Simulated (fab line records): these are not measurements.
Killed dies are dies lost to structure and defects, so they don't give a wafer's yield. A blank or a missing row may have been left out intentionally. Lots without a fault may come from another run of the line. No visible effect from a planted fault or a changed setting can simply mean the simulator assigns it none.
Lot-split experiment / flow n5_finfet / 7 lots, 21 wafers read, on a route of 1938 steps

== THE SPLIT ==
At N5_ZERO_LAYER_COAT_05 (resist thk 1000 nm), the setting spin_rpm was moved away from the recipe's 1500 rpm on 9 of the 21 wafers read, by -10.0% to +8.8%. All remaining wafers had this setting at the recipe value.

== FROM THE SPLIT TO THE READING: what the file shows between them, 6 steps ==
- N5_ZERO_LAYER_EXPOSE_08: exposes mask ZERO, defocus 0 nm, target cd 2000 nm (also split here: dose_mj)
- N5_ZERO_LAYER_PEB_09 (also split here: peb_time_s)
- N5_ZERO_LAYER_DEVELOP_10: develop time 60 s
- N5_ZERO_LAYER_HARDBAKE_23: time 120 s
- N5_ZERO_LAYER_CD_MEAS_11: target cd 2000 nm
- N5_ZERO_LAYER_DESCUM_16: chemistry O2, time 7.9 s

== THE READING ==
coat_of_ZERO_LAYER_COAT_05.thk_nm (the simulator's own value, which no gauge read), in nm, at N5_ZERO_LAYER_ETCH_17 (etches SiO2 in CF4, target depth 12 nm, time 13.3 s). There is no usual value for it anywhere in the file. Here, 12 wafers ran the recipe; their average is 968.2 nm with a standard deviation of 3 nm.

wafer=L075.1; tool, chamber at the split=litho_track-02, 0; spin_rpm as run, rpm=1500; against the recipe=recipe; coat_of_ZERO_LAYER_COAT_05.thk_nm, nm=967; against lot-mates on the recipe=-
wafer=L075.3; tool, chamber at the split=litho_track-02, 0; spin_rpm as run, rpm=1632; against the recipe=+8.8%; coat_of_ZERO_LAYER_COAT_05.thk_nm, nm=925.5; against lot-mates on the recipe=-41.5
wafer=L075.5; tool, chamber at the split=litho_track-02, 0; spin_rpm as run, rpm=1632; against the recipe=+8.8%; coat_of_ZERO_LAYER_COAT_05.thk_nm, nm=927.8; against lot-mates on the recipe=-39.2
wafer=L076.1; tool, chamber at the split=litho_track-01, 0; spin_rpm as run, rpm=1500; against the recipe=recipe; coat_of_ZERO_LAYER_COAT_05.thk_nm, nm=966.5; against lot-mates on the recipe=-
wafer=L076.3; tool, chamber at the split=litho_track-01, 0; spin_rpm as run, rpm=1500; against the recipe=recipe; coat_of_ZERO_LAYER_COAT_05.thk_nm, nm=962.3; against lot-mates on the recipe=-
wafer=L076.4; tool, chamber at the split=litho_track-01, 0; spin_rpm as run, rpm=1500; against the recipe=recipe; coat_of_ZERO_LAYER_COAT_05.thk_nm, nm=965.8; against lot-mates on the recipe=-
wafer=L077.2; tool, chamber at the split=litho_track-02, 0; spin_rpm as run, rpm=1500; against the recipe=recipe; coat_of_ZERO_LAYER_COAT_05.thk_nm, nm=967.7; against lot-mates on the recipe=-
wafer=L077.3; tool, chamber at the split=litho_track-02, 0; spin_rpm as run, rpm=1500; against the recipe=recipe; coat_of_ZERO_LAYER_COAT_05.thk_nm, nm=966.4; against lot-mates on the recipe=-
wafer=L077.6; tool, chamber at the split=litho_track-02, 0; spin_rpm as run, rpm=1500; against the recipe=recipe; coat_of_ZERO_LAYER_COAT_05.thk_nm, nm=966.9; against lot-mates on the recipe=-
wafer=L079.4; tool, chamber at the split=litho_track-01, 0; spin_rpm as run, rpm=1350; against the recipe=-10.0%; coat_of_ZERO_LAYER_COAT_05.thk_nm, nm=1028; against lot-mates on the recipe=+56.1
wafer=L079.5; tool, chamber at the split=litho_track-01, 0; spin_rpm as run, rpm=1500; against the recipe=recipe; coat_of_ZERO_LAYER_COAT_05.thk_nm, nm=971.9; against lot-mates on the recipe=-
wafer=L079.6; tool, chamber at the split=litho_track-01, 0; spin_rpm as run, rpm=1350; against the recipe=-10.0%; coat_of_ZERO_LAYER_COAT_05.thk_nm, nm=1027; against lot-mates on the recipe=+55.1
wafer=L080.1; tool, chamber at the split=litho_track-05, 0; spin_rpm as run, rpm=1601; against the recipe=+6.7%; coat_of_ZERO_LAYER_COAT_05.thk_nm, nm=933.6; against lot-mates on the recipe=no lot-mate on the recipe
wafer=L080.3; tool, chamber at the split=litho_track-05, 0; spin_rpm as run, rpm=1601; against the recipe=+6.7%; coat_of_ZERO_LAYER_COAT_05.thk_nm, nm=934.5; against lot-mates on the recipe=no lot-mate on the recipe
wafer=L080.4; tool, chamber at the split=litho_track-05, 0; spin_rpm as run, rpm=1601; against the recipe=+6.7%; coat_of_ZERO_LAYER_COAT_05.thk_nm, nm=932.8; against lot-mates on the recipe=no lot-mate on the recipe
wafer=L082.4; tool, chamber at the split=litho_track-02, 0; spin_rpm as run, rpm=1500; against the recipe=recipe; coat_of_ZERO_LAYER_COAT_05.thk_nm, nm=971.3; against lot-mates on the recipe=-
wafer=L082.5; tool, chamber at the split=litho_track-02, 0; spin_rpm as run, rpm=1575; against the recipe=+5.0%; coat_of_ZERO_LAYER_COAT_05.thk_nm, nm=945.9; against lot-mates on the recipe=-25.4
wafer=L082.6; tool, chamber at the split=litho_track-02, 0; spin_rpm as run, rpm=1575; against the recipe=+5.0%; coat_of_ZERO_LAYER_COAT_05.thk_nm, nm=943.6; against lot-mates on the recipe=-27.7
wafer=L088.2; tool, chamber at the split=litho_track-02, 0; spin_rpm as run, rpm=1500; against the recipe=recipe; coat_of_ZERO_LAYER_COAT_05.thk_nm, nm=972.3; against lot-mates on the recipe=-
wafer=L088.4; tool, chamber at the split=litho_track-02, 0; spin_rpm as run, rpm=1500; against the recipe=recipe; coat_of_ZERO_LAYER_COAT_05.thk_nm, nm=968.6; against lot-mates on the recipe=-
wafer=L088.5; tool, chamber at the split=litho_track-02, 0; spin_rpm as run, rpm=1500; against the recipe=recipe; coat_of_ZERO_LAYER_COAT_05.thk_nm, nm=972.2; against lot-mates on the recipe=-

THE FIT
A straight line over all 21 wafers: coat_of_ZERO_LAYER_COAT_05.thk_nm changes by -5.35 nm for each +1% of spin_rpm; r = -0.99; the points scatter about the line by 3.4 nm.
The same after taking each lot's own level away (the mean of its wafers on the recipe; 18 wafers): -5.17 nm for each +1%; r = -1.00; scatter 2.4 nm.
On that fit, the largest move of spin_rpm shifts the reading by 52 nm.
Measured against the standard deviation above, the lots' own levels, which go from 964.87 to 971.90 nm, span 2.4 times it.
The two slopes agree, so the slope changes little with the lot-to-lot level.
Check: +51 nm against its lot-mates is what the line predicts for one of the wafers moved furthest among these (-10.0%) when that wafer is left out of the fit. It came out at +56.1 nm against them.

== OTHER SPLITS APPLIED TO THESE WAFERS ==
Note: prior to the reading, these wafers also went through further splits. Each is held against what the fit with the lots' levels taken away leaves over:
other split on the same wafers=N5_ZERO_LAYER_PECVD_02 time_s; wafers away from the commonest value=8; r with coat_of_ZERO_LAYER_COAT_05.thk_nm (lot level and that fit taken away)=+0.16
other split on the same wafers=N5_ZERO_LAYER_EXPOSE_08 dose_mj; wafers away from the commonest value=6; r with coat_of_ZERO_LAYER_COAT_05.thk_nm (lot level and that fit taken away)=-0.07
other split on the same wafers=N5_ZERO_LAYER_PEB_09 peb_time_s; wafers away from the commonest value=as run: not given for these wafers; r with coat_of_ZERO_LAYER_COAT_05.thk_nm (lot level and that fit taken away)=-

== THE WHOLE CHAIN: every reading that the file lists as answering this split, in the file's order ==
step=N5_ZERO_LAYER_COAT_05; what it does=resist thk 1000 nm; reading=coat_of_ZERO_LAYER_COAT_05.thk_nm (the simulator's own value, which no gauge read); change (the file's fit)=-5.09 nm for each +1% of the setting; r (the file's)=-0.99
step=N5_ZERO_LAYER_ETCH_17; what it does=etches SiO2 in CF4, target depth 12 nm, time 13.3 s; reading=coat_of_ZERO_LAYER_COAT_05.thk_nm (the simulator's own value, which no gauge read); change (the file's fit)=-5.15 nm for each +1% of the setting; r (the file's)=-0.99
step=N5_ZERO_LAYER_STRIP_24; what it does=strips in O2; reading=strip_time_to_endpoint_s; change (the file's fit)=withheld for each +1% of the setting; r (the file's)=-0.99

== FILE'S OWN FIT ==
coat_of_ZERO_LAYER_COAT_05.thk_nm changes by -5.15 nm for each +1% of spin_rpm, r = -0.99.
